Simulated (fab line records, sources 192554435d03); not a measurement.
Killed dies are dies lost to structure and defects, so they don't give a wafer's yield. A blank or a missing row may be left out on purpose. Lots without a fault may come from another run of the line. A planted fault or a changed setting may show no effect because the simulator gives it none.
One fault seen from 2 desks | flow n5_finfet | each desk has only its own numbers; what lay behind them comes last

THE TOOL OWNER'S DESK: cmp-04
The tool's own readings at N5_HKMG_FIN_CMP_23 (polishes, stops on SiNx, t overpolish 10 s, target thk 46.326 nm): means of the sampled wafers that have a number, for each lot that ran on this tool. A lot is out of limits, marked OUT, if its mean lies more than 4 standard deviations from the usual mean; the brackets give that distance.
Columns: A = motor_current_A at N5_HKMG_FIN_CMP_23, usual 12.3 A; B = overpolish_run_s at N5_HKMG_FIN_CMP_23, usual 10.001 s; C = retaining_ring_pressure_frac at N5_HKMG_FIN_CMP_23, usual 1.000; D = slurry_filter_dp_kPa at N5_HKMG_FIN_CMP_23, usual 13.50 kPa; E = time_to_endpoint_s at N5_HKMG_FIN_CMP_23, usual 11.5 s
lot  | first seen here | A    | B               | C     | D     | E
L788 | day 4 04:59     | 12.5 | 10.001          | 1.002 | 13.57 | 6.6
L798 | day 6 20:34     | 11.7 | 9.992           | 1.002 | 13.43 | 15.1
L800 | day 7 07:13     | 12.2 | 9.998           | 0.999 | 13.57 | 12.1
L805 | day 8 12:41     | 12.3 | 9.502 (-51) OUT | 1.002 | 13.51 | 13.9
This desk's finding: out of limits on L805; first on L805, day 8 12:41 (overpolish_run_s at N5_HKMG_FIN_CMP_23). In limits: L788, L798, L800.

THE METROLOGY DESK
What the gauges read, lot by lot, whatever tool the lot ran on: means of the sampled wafers that have a number. A lot is out of limits, marked OUT, if its mean lies more than 4 standard deviations from the usual mean; the brackets give that distance. Of its 10 readings 7 are shown: those that lie furthest out on some lot.
Columns: A = DIBL_N at N5_BEOL_M4_RC_MEAS_101, usual 36.1 mV/V; B = DIBL_P at N5_BEOL_M4_RC_MEAS_101, usual 36 mV/V; C = ION_N at N5_BEOL_M4_RC_MEAS_101, usual 674 uA/um; D = ION_P at N5_BEOL_M4_RC_MEAS_101, usual 462 uA/um; E = SS_N at N5_BEOL_M4_RC_MEAS_101, usual 71.6 mV/dec; F = VT_N at N5_BEOL_M4_RC_MEAS_101, usual 249 mV; G = VT_P at N5_BEOL_M4_RC_MEAS_101, usual -250 mV
lot  | first seen here | A    | B  | C   | D   | E    | F   | G
L788 | day 10 20:59    | 37.4 | 37 | 669 | 464 | 71.6 | 249 | -247
L796 | day 12 22:52    | 35.2 | 34 | 655 | 446 | 71.2 | 253 | -256
L800 | day 13 09:17    | 34.8 | 34 | 664 | 458 | 70.8 | 254 | -254
L798 | day 13 15:51    | 34.1 | 34 | 671 | 465 | 71.4 | 249 | -249
L795 | day 13 23:03    | 39.0 | 40 | 690 | 470 | 72.6 | 247 | -249
L797 | day 14 01:37    | 30.8 | 30 | 652 | 452 | 69.9 | 256 | -254
L805 | day 15 19:12    | 34.9 | 37 | 675 | 463 | 72.1 | 252 | -255
L810 | day 16 04:26    | 37.1 | 35 | 679 | 461 | 71.2 | 248 | -250
L811 | day 17 10:15    | 38.3 | 40 | 681 | 463 | 72.5 | 246 | -248
This desk's finding: nothing out of limits on any of the 9 lots.

PUT TOGETHER
The tool owner's desk could have raised an alarm at day 8 12:41, on L805.
The metrology desk saw nothing out of limits.
The metrology desk has L805 on record, within its limits.
Of the lots named, all ran N5_HKMG_FIN_CMP_23 on cmp-04.

WHAT THE SIMULATOR HAD PUT IN
Process parameter drift: cmp-04, from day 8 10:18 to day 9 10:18, at N5_HKMG_FIN_CMP_23. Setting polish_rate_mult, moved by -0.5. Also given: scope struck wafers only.
Lots struck among those shown: L805.
Hours from the fault's start to each desk's first reading out of limits: the tool owner's desk, 2.
